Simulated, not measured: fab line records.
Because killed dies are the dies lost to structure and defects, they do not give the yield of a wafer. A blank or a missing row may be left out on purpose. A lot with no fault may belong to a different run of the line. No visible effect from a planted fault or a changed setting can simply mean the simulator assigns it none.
fab line records -- flow nandHarc
record: lots: 6, wafers: 18, lastDay: 34
route steps=1302 shown P_CONTACT@241 P_M0@253 END@1302
lots that met no fault: taken from a fault-free run of the same line
startH: hours from the record's first day to the start of the lot's first wafer shown -- waitH: hours from the lot's prior step to this one -- " repeats the value in the row above -- L1.1+2: several wafers, shown together as one row -- - value missing, or start not given -- * or withheld: withheld -- < > ~ a bound
route shown NAME@n: NAME is a module with steps in the file, n the number in the route of the first one -- usual: the fault-free wafers' mean and standard deviation -- same: alike in all rows -- chamber/n: place in a boat -- sites: the reading at each site -- _std_site: the standard deviation of these -- _edge_site: inner sites' mean taken away from outer sites' mean -- radiusMm: how far each site lies from the wafer's centre -- mask NAME#n: copy n -- behind: tool/chamber where the wafer was last shaped -- hold: why the lot went on hold/how many hours it stayed there/how the hold came to an end -- device: transistor that didn't switch, given as n, p or np -- end of line: tests of these same wafers at the route's end -- where a step has no rows: the recipe by itself -- killed: dies lost to structure and defects at the first sort, not the wafer's yield -- map: shows each die of a wafer: x if killed, . if not, _ if none is there
set.NAME: the run value of the setting; set.NAME@STEP: its run value at that earlier step -- model.NAME: the simulator's own value behind a step, which no gauge read
certain route steps with their lots: each step a table, each wafer a row
services: a tool's chamber out of use, with start hour (startH, from the record's first day; less than 0 if before it), hours out, and reason
== steps ==
step: NHARC_P_CONTACT_CD_MEAS_19
usual: cdNm: 90.5/1.6
lot.wafer,tool,chamber,startH,waitH,cdNm
L223.1,cdSem-03,-,179.42,-,89.1
L223.2,cdSem-03,-,179.42,-,90.0
L223.5,cdSem-03,-,179.42,-,88.5
L224.2,cdSem-02,-,189.31,-,87.5
L224.3,cdSem-02,-,189.31,-,91.7
L224.4,cdSem-02,-,189.31,-,90.7
L225.1,cdSem-02,-,205.00,-,91.8
L225.3,cdSem-02,-,205.00,-,89.1
L225.4,cdSem-02,-,205.00,-,89.1
L227.1,cdSem-02,-,231.31,-,90.8
L227.2,cdSem-02,-,231.31,-,90.0
L227.3,cdSem-02,-,231.31,-,91.2
L236.1,cdSem-03,-,308.09,-,89.3
L236.5,cdSem-03,-,308.09,-,91.4
L236.6,cdSem-03,-,308.09,-,88.0
L240.1,cdSem-01,-,357.34,-,86.1
L240.3,cdSem-01,-,357.34,-,91.2
L240.4,cdSem-01,-,357.34,-,93.1
step: NHARC_P_CONTACT_STRIP_28
recipe: o2FlowSccm: 500, arFlowSccm: 0, biasW: 0, chemistry: O2
step: NHARC_P_CONTACT_STRIP_29
recipe: timeS: 1200, tempC: 72.5, chemistry: postEtchResidueRemover
step: NHARC_P_CONTACT_DEGAS_38
recipe: tempC: 300, timeS: 60
step: NHARC_P_CONTACT_PRE_CLEAN_39
recipe: timeS: 19.5, biasV: 250, gas: Ar
step: NHARC_P_CONTACT_PVD_32
recipe: targetThkA: 50, chamberPressurePa: 5, powerW: 5000, substrateTempC: 200, timeS: 17.7, material: Ti
step: NHARC_P_CONTACT_ALD_22
recipe: targetThkA: 30, pulseTimeS: 1, aldCycles: 150, tempC: 450, material: TiN
step: NHARC_P_CONTACT_CVD_23
recipe: targetThkA: 2000, tempC: 300, pressureTorr: 40, wf6FlowSccm: 40, h2FlowSccm: 1600, arFlowSccm: 1560, timeS: 557, material: W
step: NHARC_P_CONTACT_CMP_24
recipe: tOverpolishS: 30, targetThkNm: 200
step: NHARC_P_CONTACT_SRD_26
step: NHARC_P_CONTACT_INSPECT_27
usual: rawDefectCount: 268/110
lot.wafer,tool,chamber,startH,waitH,rawDefectCount
L223.1,defectInspect-01,-,181.69,0.1,270
L223.2,defectInspect-01,-,181.69,0.1,295
L223.5,defectInspect-01,-,181.69,0.1,324
L224.2,defectInspect-01,-,191.54,0.1,295
L224.3,defectInspect-01,-,191.54,0.1,263
L224.4,defectInspect-01,-,191.54,0.1,358
L225.1,defectInspect-02,-,207.19,0.1,468
L225.3,defectInspect-02,-,207.19,0.1,200
L225.4,defectInspect-02,-,207.19,0.1,216
L227.1,defectInspect-01,-,233.54,0.1,166
L227.2,defectInspect-01,-,233.54,0.1,255
L227.3,defectInspect-01,-,233.54,0.1,142
L236.1,defectInspect-01,-,310.34,0.1,210
L236.5,defectInspect-01,-,310.34,0.1,267
L236.6,defectInspect-01,-,310.34,0.1,237
L240.1,defectInspect-02,-,359.61,0.1,185
L240.3,defectInspect-02,-,359.61,0.1,166
L240.4,defectInspect-02,-,359.61,0.1,252
step: NHARC_P_M0_DEP_00
recipe: targetThkA: 1500, targetThkNm: 150, tempC: withheld, pressureTorr: 5, flowSccm: 200, rfW: 600, material: SiOC
lot.wafer,tool,chamber,startH,waitH
L223.1+2+5,pecvd-04,"2,0,1",181.80,0.1
L224.2+3+4,pecvd-01,"1,2,2",191.66,0.1
L225.3+1+4,pecvd-01,"2,1,2",207.26,0.1
L227.1+3+2,pecvd-01,"2,0,1",233.60,0.1
L236.1+5+6,pecvd-02,"1,1,2",310.45,0.1
L240.3+1+4,pecvd-02,"1,0,1",359.68,0.1
step: NHARC_P_M0_DEHYDRATE_01
recipe: tempC: 150, timeS: 120
step: NHARC_P_M0_HMDS_02
recipe: timeS: 30
step: NHARC_P_M0_COAT_33
recipe: tempC: 200, timeS: 65
step: NHARC_P_M0_COAT_03
recipe: spinRpm: 1500, resistThkNm: 90
step: NHARC_P_M0_SOFTBAKE_04
recipe: tempC: 105, timeS: 55
step: NHARC_P_M0_EBR_05
step: NHARC_P_M0_EXPOSE_06
recipe: na: 1.35, targetCdNm: 90, doseMj: 81.28, maskId: P_M0
step: NHARC_P_M0_PEB_07
recipe: pebTempC: 100, pebTimeS: 65
step: NHARC_P_M0_DEVELOP_08
recipe: developTimeS: 35, devTempC: 23
step: NHARC_P_M0_CD_MEAS_09
recipe: targetCdNm: 90, landingEnergyEv: 500
usual: cdNm: 89.8/0.65
lot.wafer,tool,chamber,startH,waitH,cdNm
L223.1,cdSem-03,0,182.59,-,90.0
L223.2,cdSem-03,0,182.59,-,90.0
L223.5,cdSem-03,0,182.59,-,90.5
L224.2,cdSem-01,0,192.45,-,88.8
L224.3,cdSem-01,0,192.45,-,90.1
L224.4,cdSem-01,0,192.45,-,89.6
L225.1,cdSem-03,0,207.97,-,89.2
L225.3,cdSem-03,0,207.97,-,89.6
L225.4,cdSem-03,0,207.97,-,90.0
L227.1,cdSem-01,0,234.32,-,91.1
L227.2,cdSem-01,0,234.32,-,89.3
L227.3,cdSem-01,0,234.32,-,90.6
L236.1,cdSem-02,0,311.23,-,90.9
L236.5,cdSem-02,0,311.23,-,89.7
L236.6,cdSem-02,0,311.23,-,88.5
L240.1,cdSem-01,0,360.38,-,91.3
L240.3,cdSem-01,0,360.38,-,90.1
L240.4,cdSem-01,0,360.38,-,90.2
step: NHARC_P_M0_OVL_MEAS_10
recipe: pitchNm: 180
usual: overlayXNm: 0.1/0.91, overlayYNm: 0.0/0.79
lot.wafer,tool,chamber,startH,waitH,overlayXNm,overlayYNm
L223.1,overlay-02,-,182.68,-,1.9,0.0
L223.2,overlay-02,-,182.68,-,2.0,-0.3
L223.5,overlay-02,-,182.68,-,1.6,-0.7
L224.2,overlay-02,-,192.54,-,-1.1,-0.3
L224.3,overlay-02,-,192.54,-,-0.6,-1.0
L224.4,overlay-02,-,192.54,-,-1.0,-1.0
L225.1,overlay-02,-,208.06,-,-0.9,1.6
L225.3,overlay-02,-,208.06,-,-0.4,1.2
L225.4,overlay-02,-,208.06,-,-0.4,1.1
L227.1,overlay-02,-,234.40,-,0.5,-0.7
L227.2,overlay-02,-,234.40,-,0.6,-0.7
L227.3,overlay-02,-,234.40,-,1.0,-0.6
L236.1,overlay-02,-,311.32,-,1.8,0.2
L236.5,overlay-02,-,311.32,-,1.9,-0.2
L236.6,overlay-02,-,311.32,-,2.8,0.1
L240.1,overlay-01,-,360.47,-,1.0,-1.1
L240.3,overlay-01,-,360.47,-,0.2,-1.6
L240.4,overlay-01,-,360.47,-,0.7,-1.1
step: NHARC_P_M0_INSPECT_11
usual: rawDefectCount: 5/3.1
lot.wafer,tool,chamber,startH,waitH,rawDefectCount
L223.1,defectInspect-01,-,182.71,0.0,3
L223.2,defectInspect-01,-,182.71,0.0,3
L223.5,defectInspect-01,-,182.71,0.0,4
L224.2,defectInspect-01,-,192.57,0.0,3
L224.3,defectInspect-01,-,192.57,0.0,4
L224.4,defectInspect-01,-,192.57,0.0,3
L225.1,defectInspect-02,-,208.10,0.0,3
L225.3,defectInspect-02,-,208.10,0.0,5
L225.4,defectInspect-02,-,208.10,0.0,1
L227.1,defectInspect-01,-,234.44,0.0,7
L227.2,defectInspect-01,-,234.44,0.0,9
L227.3,defectInspect-01,-,234.44,0.0,7
L236.1,defectInspect-02,-,311.36,0.0,5
L236.5,defectInspect-02,-,311.36,0.0,4
L236.6,defectInspect-02,-,311.36,0.0,1
L240.1,defectInspect-01,-,360.51,0.0,6
L240.3,defectInspect-01,-,360.51,0.0,1
L240.4,defectInspect-01,-,360.51,0.0,8
step: NHARC_P_M0_DESCUM_14
recipe: timeS: 3, o2FlowSccm: 200, arFlowSccm: 0, biasPowerW: 0, chemistry: O2
step: NHARC_P_M0_ETCH_34
recipe: targetDepthA: 400, overetchA: 120, timeS: 43.94, ionEnergyEv: 200, n2FlowSccm: 150, h2FlowSccm: 150, arFlowSccm: 0, rfW: 400, biasW: 150, chemistry: N2/H2
step: NHARC_P_M0_ETCH_15
recipe: targetDepthA: 1500, overetchA: 150, timeS: 82.5, c4f8FlowSccm: withheld, arFlowSccm: 400, rfW: 600, biasW: 300, chemistry: C4F8/Ar
step: NHARC_P_M0_CD_MEAS_16
usual: cdNm: 89.6/0.89
lot.wafer,tool,chamber,startH,waitH,cdNm
L223.1,cdSem-01,-,183.20,-,91.2
L223.2,cdSem-01,-,183.20,-,89.7
L223.5,cdSem-01,-,183.20,-,89.3
L224.2,cdSem-03,-,192.93,-,88.6
L224.3,cdSem-03,-,192.93,-,90.1
L224.4,cdSem-03,-,192.93,-,88.0
L225.1,cdSem-03,-,208.46,-,89.0
L225.3,cdSem-03,-,208.46,-,89.4
L225.4,cdSem-03,-,208.46,-,90.2
L227.1,cdSem-01,-,234.80,-,90.0
L227.2,cdSem-01,-,234.80,-,88.7
L227.3,cdSem-01,-,234.80,-,90.2
L236.1,cdSem-02,-,311.72,-,90.6
L236.5,cdSem-02,-,311.72,-,89.3
L236.6,cdSem-02,-,311.72,-,88.8
L240.1,cdSem-03,-,361.02,-,90.8
L240.3,cdSem-03,-,361.02,-,89.9
L240.4,cdSem-03,-,361.02,-,90.5
step: NHARC_P_M0_STRIP_18
recipe: powerW: 1000, n2FlowSccm: 150, h2FlowSccm: 150, arFlowSccm: 0, biasW: 0, chemistry: N2/H2
usual: chamberPressureMTorr: 30.004/0.027, drypumpMotorCurrentA: 5.5/0.42, oesProductAu: 0.998/0.0099, rfVppV: 90.7/1, showerheadPlenumPTorr: 2.06/0.11, throttleValvePct: 14.172/0.0092
lot.wafer,tool,chamber,startH,waitH,chamberPressureMTorr,drypumpMotorCurrentA,oesProductAu,rfHoursCounterH,rfVppV,showerheadPlenumPTorr,throttleValvePct
L223.1,rieDiel-02,1,183.30,0.1,30.038,5.0,1.000,22,90.8,2.13,14.172
L223.2,rieDiel-02,2,183.30,0.1,29.983,5.3,0.996,25,90.4,1.90,14.166
L223.5,rieDiel-02,0,183.30,0.1,30.047,5.7,0.992,-,91.0,2.14,14.161
L224.4,rieDiel-02,3,193.02,0.1,29.981,6.1,0.999,22,90.8,2.14,14.193
L224.2,rieDiel-02,0,193.02,0.1,30.033,5.7,0.997,25,91.0,2.14,14.167
L224.3,rieDiel-02,1,193.02,0.1,29.974,5.0,1.002,23,90.6,2.13,14.162
L225.3,rieDiel-02,1,208.54,0.1,30.010,5.0,1.008,25,91.9,2.13,14.158
L225.1,rieDiel-02,3,208.54,0.1,30.020,6.1,0.994,24,92.2,2.14,14.174
L225.4,rieDiel-02,0,208.54,0.1,30.003,5.7,1.013,27,91.3,2.14,14.189
L227.3,rieDiel-04,2,234.88,0.1,29.975,5.3,0.993,14,90.5,1.90,14.174
L227.2,rieDiel-04,3,234.88,0.1,29.993,5.2,0.995,14,91.0,1.94,14.169
L227.1,rieDiel-04,1,234.88,0.1,29.989,5.0,0.997,17,91.4,2.13,14.175
L236.1,rieDiel-04,3,311.84,0.1,30.021,5.2,0.992,39,89.5,1.93,14.160
L236.6,rieDiel-04,1,311.84,0.1,30.034,5.0,0.988,-,90.1,2.12,14.171
L236.5,rieDiel-04,2,311.84,0.1,29.965,5.3,0.992,-,88.0,1.89,14.184
L240.4,rieDiel-02,2,361.10,0.1,30.018,5.3,0.994,9,89.1,1.90,14.164
L240.3,rieDiel-02,0,361.10,0.1,29.995,5.7,0.997,32,91.2,2.12,14.166
L240.1,rieDiel-02,1,361.10,0.1,30.042,5.0,1.007,31,90.4,2.12,14.157
step: NHARC_P_M0_STRIP_19
recipe: timeS: 600, tempC: 30, chemistry: postEtchResidueRemover
step: NHARC_P_M0_DEGAS_28
recipe: tempC: 250, timeS: 60
step: NHARC_P_M0_PRE_CLEAN_29
recipe: timeS: 30, tempC: 280, gas: H2/He
step: NHARC_P_M0_PVD_20
recipe: targetThkA: 50, biasV: 168.6, powerW: 15000, chamberPressurePa: 0.12, timeS: 8.06, substrateTempC: 50, material: TaN
usual: throttleValvePct: 29.8/1.1
lot.wafer,tool,chamber,startH,waitH,throttleValvePct
L223.2,pvdSputter-02,-,-,-,31.0
L223.1,pvdSputter-02,-,-,-,29.2
L223.5,pvdSputter-02,-,-,-,30.3
L224.4,pvdSputter-01,-,-,-,29.8
L224.3,pvdSputter-01,-,-,-,28.1
L224.2,pvdSputter-01,-,-,-,29.0
L225.1,pvdSputter-01,-,-,-,29.8
L225.4,pvdSputter-01,-,-,-,28.4
L225.3,pvdSputter-01,-,-,-,28.4
L227.3,pvdSputter-02,-,-,-,30.8
L227.1,pvdSputter-02,-,-,-,30.9
L227.2,pvdSputter-02,-,-,-,30.1
L236.1,pvdSputter-02,-,-,-,29.5
L236.5,pvdSputter-02,-,-,-,29.2
L236.6,pvdSputter-02,-,-,-,29.4
L240.3,pvdSputter-02,-,-,-,30.5
L240.1,pvdSputter-02,-,-,-,29.4
L240.4,pvdSputter-02,-,-,-,29.2
step: NHARC_P_M0_PVD_21
recipe: targetThkA: 300, chamberPressurePa: 5, powerW: 5000, substrateTempC: 30, timeS: 20.49, material: Cu
usual: throttleValvePct: 29.7/1
lot.wafer,tool,chamber,startH,waitH,throttleValvePct
L223.1,pvdSputter-02,-,-,-,28.8
L223.2,pvdSputter-02,-,-,-,30.3
L223.5,pvdSputter-02,-,-,-,29.0
L224.3,pvdSputter-01,-,-,-,28.6
L224.2,pvdSputter-01,-,-,-,28.3
L224.4,pvdSputter-01,-,-,-,29.1
L225.3,pvdSputter-01,-,-,-,30.2
L225.1,pvdSputter-01,-,-,-,28.4
L225.4,pvdSputter-01,-,-,-,28.2
L227.2,pvdSputter-02,-,-,-,29.3
L227.3,pvdSputter-02,-,-,-,31.1
L227.1,pvdSputter-02,-,-,-,30.3
L236.1,pvdSputter-02,-,-,-,29.2
L236.6,pvdSputter-02,-,-,-,29.6
L236.5,pvdSputter-02,-,-,-,29.2
L240.4,pvdSputter-02,-,-,-,29.5
L240.3,pvdSputter-02,-,-,-,29.3
L240.1,pvdSputter-02,-,-,-,31.1
step: NHARC_P_M0_ECD_22
recipe: targetThkA: 4000, bathTempC: 25, material: Cu
step: NHARC_P_M0_ANNEAL_30
recipe: tempC: 225, timeS: 90
usual: wafer_temp_C_max: 226.30/0.29
lot.wafer,tool,chamber,startH,waitH,wafer_temp_C_max
L223.1,rtpAnneal-01,0,184.55,-,226.27
L223.2,rtpAnneal-01,0,184.55,-,226.50
L223.5,rtpAnneal-01,0,184.55,-,226.31
L224.2,rtpAnneal-02,0,194.37,0.3,226.65
L224.3,rtpAnneal-02,0,194.37,0.3,226.82
L224.4,rtpAnneal-02,0,194.37,0.3,226.73
L225.1,rtpAnneal-02,0,209.84,0.3,226.12
L225.3,rtpAnneal-02,0,209.84,0.3,226.49
L225.4,rtpAnneal-02,0,209.84,0.3,226.62
L227.1,rtpAnneal-02,0,236.16,-,226.46
L227.2,rtpAnneal-02,0,236.16,-,226.43
L227.3,rtpAnneal-02,0,236.16,-,226.19
L236.1,rtpAnneal-02,0,313.08,0.3,226.57
L236.5,rtpAnneal-02,0,313.08,0.3,226.87
L236.6,rtpAnneal-02,0,313.08,0.3,226.05
L240.1,rtpAnneal-02,0,362.38,-,226.48
L240.3,rtpAnneal-02,0,362.38,-,226.56
L240.4,rtpAnneal-02,0,362.38,-,226.05
step: NHARC_P_M0_CMP_23
recipe: tOverpolishS: 20, targetThkNm: 117.54
usual: motorCurrentA: 12.0/0.95, timeToEndpointS: 28.4/2.7
lot.wafer,tool,chamber,startH,waitH,motorCurrentA,timeToEndpointS
L223.2,cmp-01,0,184.95,-,11.4,28.8
L223.1,cmp-01,1,184.95,-,12.1,28.6
L223.5,cmp-01,2,184.95,-,13.2,31.6
L224.3,cmp-01,3,194.66,-,11.4,25.1
L224.2,cmp-01,1,194.66,-,12.7,26.7
L224.4,cmp-01,2,194.66,-,12.4,29.9
L225.1,cmp-01,1,210.20,-,12.3,28.6
L225.3,cmp-01,2,210.20,-,12.4,30.7
L225.4,cmp-01,0,210.20,-,11.6,25.9
L227.3,cmp-01,2,236.50,-,13.2,31.3
L227.2,cmp-01,3,236.50,-,11.3,31.5
L227.1,cmp-01,0,236.50,-,11.2,28.7
L236.1,cmp-03,0,313.48,-,11.6,28.3
L236.5,cmp-03,2,313.48,-,12.5,28.9
L236.6,cmp-03,3,313.48,-,13.1,31.1
L240.1,cmp-02,2,362.72,-,10.7,30.8
L240.3,cmp-02,3,362.72,-,14.4,28.7
L240.4,cmp-02,1,362.72,-,12.3,24.4
step: NHARC_P_M0_SRD_25
step: NHARC_P_M0_INSPECT_27
usual: rawDefectCount: 313/120
lot.wafer,tool,chamber,startH,waitH,rawDefectCount
L223.1,defectInspect-01,-,185.36,0.0,156
L223.2,defectInspect-01,-,185.36,0.0,453
L223.5,defectInspect-01,-,185.36,0.0,136
L224.2,defectInspect-01,-,195.13,0.0,421
L224.3,defectInspect-01,-,195.13,0.0,544
L224.4,defectInspect-01,-,195.13,0.0,644
L225.1,defectInspect-02,-,210.66,0.0,275
L225.3,defectInspect-02,-,210.66,0.0,351
L225.4,defectInspect-02,-,210.66,0.0,325
L227.1,defectInspect-01,-,236.97,0.0,149
L227.2,defectInspect-01,-,236.97,0.0,189
L227.3,defectInspect-01,-,236.97,0.0,316
L236.1,defectInspect-01,-,313.89,0.0,332
L236.5,defectInspect-01,-,313.89,0.0,342
L236.6,defectInspect-01,-,313.89,0.0,456
L240.1,defectInspect-01,-,363.20,0.0,326
L240.3,defectInspect-01,-,363.20,0.0,354
L240.4,defectInspect-01,-,363.20,0.0,563
step: NHARC_END_SORT_01
recipe: tempC: 25
usual: defectLimitedYield: 91.5/2.4, killedAtArray: 52/17, killedAtOther: 0.9/1.2, killedAtPeriphery: 3.9/2.7, killedDies: 57/16, killedOpen: 3.3/1.9, killedShort: 2.5/1.5, sort_bin_2_pct: 3.0/1.2, sort_bin_3_pct: 0.6/0.34, sort_bin_4_pct: 4.8/1.3, sortNPass: 620/16, sortRimYieldPct: 89/4.3, sortYieldPct: 91.5/2.4
same: grossDies: 677, sort_bin_5_pct[%]: 0, sort_bin_6_pct[%]: 0, sort_bin_7_pct[%]: 0, sort_bin_8_pct[%]: 0, sortRimNGross: 106.00
lot.wafer,tool,chamber,startH,waitH,defectLimitedYield[%],killedAtArray,killedAtOther,killedAtPeriphery,killedDies,killedOpen,killedShort,sort_bin_2_pct[%],sort_bin_3_pct[%],sort_bin_4_pct[%],sortNPass,sortRimYieldPct[%],sortYieldPct[%]
L223.1,prober-02,0,622.24,2.5,89.5,69,1,1,71,11,4,4.9,0.7,4.9,606,99,89.5
L223.2,prober-02,0,623.04,2.8,91.4,56,0,2,58,3,3,3.5,0.9,4.1,619,88,91.4
L223.5,prober-02,0,625.44,3.7,88.8,75,0,1,76,8,1,4.9,0.6,5.8,601,92,88.8
L225.1,prober-02,0,647.05,2.5,0,46,0,631,677,2,2,95.4,0.9,3.7,0,0,0
L224.2,prober-01,0,647.89,2.8,88.5,74,2,2,78,3,1,3.7,1.0,6.8,599,92,88.5
L227.1,prober-02,0,669.80,2.5,93.1,39,1,7,47,3,1,2.5,0.6,3.8,630,88,93.1
L227.2,prober-02,0,670.59,2.8,0,29,0,648,677,1,0,96.3,0.3,3.4,0,0,0
L227.3,prober-02,0,671.38,3.1,94.1,36,0,4,40,5,2,1.3,0.4,4.1,637,91,94.1
killed by level:class
L223.1 A_CHANNEL_HOLE_D1:chamberFilmFlake=27 A_CHANNEL_HOLE_D2:chamberFilmFlake=24 A_DECK1_JOINT:geometricParticle:open=2 A_CHANNEL_HOLE_D2:geometricParticle:open=2 P_M0:geometricParticle:open=1 A_SOURCE_PLATE:geometricParticle:open=1 A_ONON_D1:geometricParticle:open=1 A_ONON_D1:geometricParticle:short=1
L223.2 A_CHANNEL_HOLE_D1:chamberFilmFlake=23 A_CHANNEL_HOLE_D2:chamberFilmFlake=20 A_STAIRCASE:chamberFilmFlake=2 A_CONTACT:chamberFilmFlake=2 A_DECK1_JOINT:geometricParticle:open=1 A_CHANNEL_FILL_D2:geometricParticle:open=1 A_SGD_CUT:geometricParticle:short=1 A_WL_FILL:geometricParticle:short=1
L223.5 A_CHANNEL_HOLE_D1:chamberFilmFlake=31 A_CHANNEL_HOLE_D2:chamberFilmFlake=29 A_CONTACT:chamberFilmFlake=4 A_ONON_D1:geometricParticle:open=2 A_CHANNEL_FILL_D1:geometricParticle:open=2 A_M0:geometricParticle:open=2 A_DECK1_JOINT:geometricParticle:short=1 A_WL_FILL:geometricParticle:open=1
L225.1 P_M0:areaDep=629 A_SLIT:chamberFilmFlake=23 A_CHANNEL_HOLE_D2:chamberFilmFlake=10 A_CHANNEL_HOLE_D1:chamberFilmFlake=3 A_CONTACT:chamberFilmFlake=3 A_ONON_D1:geometricParticle:short=2 A_STAIRCASE:chamberFilmFlake=2 A_ONON_D1:geometricParticle:open=1
L224.2 A_CHANNEL_HOLE_D1:chamberFilmFlake=36 A_CHANNEL_HOLE_D2:chamberFilmFlake=16 A_CONTACT:chamberFilmFlake=7 A_CHANNEL_FILL_D2:chamberFilmFlake=4 A_DECK1_JOINT:chamberFilmFlake=3 A_STAIRCASE:chamberFilmFlake=3 P_STI:geometricParticle:open=1 A_ONON_D1:geometricParticle:open=1
L227.1 A_SLIT:chamberFilmFlake=27 A_CONTACT:chamberFilmFlake=3 A_M1:chamberFilmFlake=3 P_STI:chamberFilmFlake=2 A_CHANNEL_FILL_D1:chamberFilmFlake=2 P_CONTACT:geometricParticle:short=1 P_M0:geometricParticle:open=1 A_ONON_D1:geometricParticle:open=1
L227.2 P_M0:areaDep=640 A_SLIT:chamberFilmFlake=11 A_CONTACT:chamberFilmFlake=8 A_CHANNEL_HOLE_D1:chamberFilmFlake=6 P_GATE:chamberFilmFlake=5 A_M1:chamberFilmFlake=3 P_ZERO_WELL:chamberFilmFlake=2 P_M0:geometricParticle:open=1
L227.3 A_SLIT:chamberFilmFlake=13 A_CHANNEL_HOLE_D1:chamberFilmFlake=9 A_CHANNEL_FILL_D1:chamberFilmFlake=4 A_CONTACT:chamberFilmFlake=3 A_CHANNEL_FILL_D2:geometricParticle:open=2 A_ONON_D1:geometricParticle:short=1 A_CHANNEL_FILL_D1:geometricParticle:open=1 A_ONON_D2:geometricParticle:open=1
map L225.1 (x killed, . not)
____________x____________
_________xxxxxxx_________
_______xxxxxxxxxxx_______
______xxxxxxxxxxxxx______
_____xxxxxxxxxxxxxxx_____
____xxxxxxxxxxxxxxxxx____
____xxxxxxxxxxxxxxxxx____
___xxxxxxxxxxxxxxxxxxx___
___xxxxxxxxxxxxxxxxxxx___
__xxxxxxxxxxxxxxxxxxxxx__
__xxxxxxxxxxxxxxxxxxxxx__
_xxxxxxxxxxxxxxxxxxxxxxx_
_xxxxxxxxxxxxxxxxxxxxxxx_
_xxxxxxxxxxxxxxxxxxxxxxx_
_xxxxxxxxxxxxxxxxxxxxxxx_
_xxxxxxxxxxxxxxxxxxxxxxx_
xxxxxxxxxxxxxxxxxxxxxxxxx
xxxxxxxxxxxxxxxxxxxxxxxxx
xxxxxxxxxxxxxxxxxxxxxxxxx
xxxxxxxxxxxxxxxxxxxxxxxxx
xxxxxxxxxxxxxxxxxxxxxxxxx
_xxxxxxxxxxxxxxxxxxxxxxx_
_xxxxxxxxxxxxxxxxxxxxxxx_
_xxxxxxxxxxxxxxxxxxxxxxx_
_xxxxxxxxxxxxxxxxxxxxxxx_
_xxxxxxxxxxxxxxxxxxxxxxx_
__xxxxxxxxxxxxxxxxxxxxx__
__xxxxxxxxxxxxxxxxxxxxx__
___xxxxxxxxxxxxxxxxxxx___
___xxxxxxxxxxxxxxxxxxx___
____xxxxxxxxxxxxxxxxx____
____xxxxxxxxxxxxxxxxx____
_____xxxxxxxxxxxxxxx_____
______xxxxxxxxxxxxx______
_______xxxxxxxxxxx_______
_________xxxxxxx_________
____________x____________
map L227.2 (x killed, . not)
____________x____________
_________xxxxxxx_________
_______xxxxxxxxxxx_______
______xxxxxxxxxxxxx______
_____xxxxxxxxxxxxxxx_____
____xxxxxxxxxxxxxxxxx____
____xxxxxxxxxxxxxxxxx____
___xxxxxxxxxxxxxxxxxxx___
___xxxxxxxxxxxxxxxxxxx___
__xxxxxxxxxxxxxxxxxxxxx__
__xxxxxxxxxxxxxxxxxxxxx__
_xxxxxxxxxxxxxxxxxxxxxxx_
_xxxxxxxxxxxxxxxxxxxxxxx_
_xxxxxxxxxxxxxxxxxxxxxxx_
_xxxxxxxxxxxxxxxxxxxxxxx_
_xxxxxxxxxxxxxxxxxxxxxxx_
xxxxxxxxxxxxxxxxxxxxxxxxx
xxxxxxxxxxxxxxxxxxxxxxxxx
xxxxxxxxxxxxxxxxxxxxxxxxx
xxxxxxxxxxxxxxxxxxxxxxxxx
xxxxxxxxxxxxxxxxxxxxxxxxx
_xxxxxxxxxxxxxxxxxxxxxxx_
_xxxxxxxxxxxxxxxxxxxxxxx_
_xxxxxxxxxxxxxxxxxxxxxxx_
_xxxxxxxxxxxxxxxxxxxxxxx_
_xxxxxxxxxxxxxxxxxxxxxxx_
__xxxxxxxxxxxxxxxxxxxxx__
__xxxxxxxxxxxxxxxxxxxxx__
___xxxxxxxxxxxxxxxxxxx___
___xxxxxxxxxxxxxxxxxxx___
____xxxxxxxxxxxxxxxxx____
____xxxxxxxxxxxxxxxxx____
_____xxxxxxxxxxxxxxx_____
______xxxxxxxxxxxxx______
_______xxxxxxxxxxx_______
_________xxxxxxx_________
____________x____________
== services ==
tool,chamber,startH,hours,kind
cmp-02,-,160.33,0.7,repair
cmp-02,-,163.07,2.4,repair
rieDiel-04,1,167.24,5.7,repair
rieDiel-04,-,177.96,9.0,pm
cmp-01,-,187.27,4.0,pm
rieDiel-02,-,216.92,9.0,pm
pvdSputter-01,-,226.05,10.0,pm
pecvd-02,-,227.00,13.0,pm
cmp-01,-,232.42,0.3,repair
rieDiel-04,-,235.67,0.9,repair
rieDiel-02,2,238.83,70.3,repair
cmp-01,-,259.82,4.5,repair
pvdSputter-01,-,265.42,5.2,repair
rieDiel-04,1,270.51,8.7,repair
cmp-01,-,276.05,1.5,repair
pvdSputter-02,-,282.03,10.0,pm
cmp-01,-,285.27,4.0,pm
pecvd-02,0,301.66,4.5,repair
cmp-01,-,303.08,0.9,repair
pecvd-01,-,311.40,13.0,pm
pvdSputter-01,-,334.22,7.3,repair
cmp-01,-,340.36,1.2,repair
rieDiel-04,1,349.22,6.3,repair
rieDiel-04,-,354.97,9.0,pm
== key ==
firstSign: step: NHARC_END_SORT_01, reading: killedAtPeriphery, direction: up, sigmas: 99+, usual: 3.9, struck: 639.5
effect: step: NHARC_END_SORT_01, reading: sort_bin_2_pct, direction: up, sigmas: 79, usual: 3.0, struck: 95.9
moreKillsBornAt: NHARC_P_M0_DEP_00@pecvd-01: 1269
metAt NHARC_P_M0_DEP_00
struckWafers L225.1,L227.2
laterRowsLeftOut L225.1,L227.2
onsetBetween 191.66 207.26
fault: kind: processParameterDrift, tool: pecvd-01, chamber: 1, onsetH: 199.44, steps: NHARC_P_M0_DEP_00, channel: targetThkA, offset: *, shape: step, endH: 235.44, actsIn: *, stated: *
laterRowsLeftOut: the simulator's readings of these wafers behind a module that went badly wrong aren't trusted and aren't shown, but for the sort
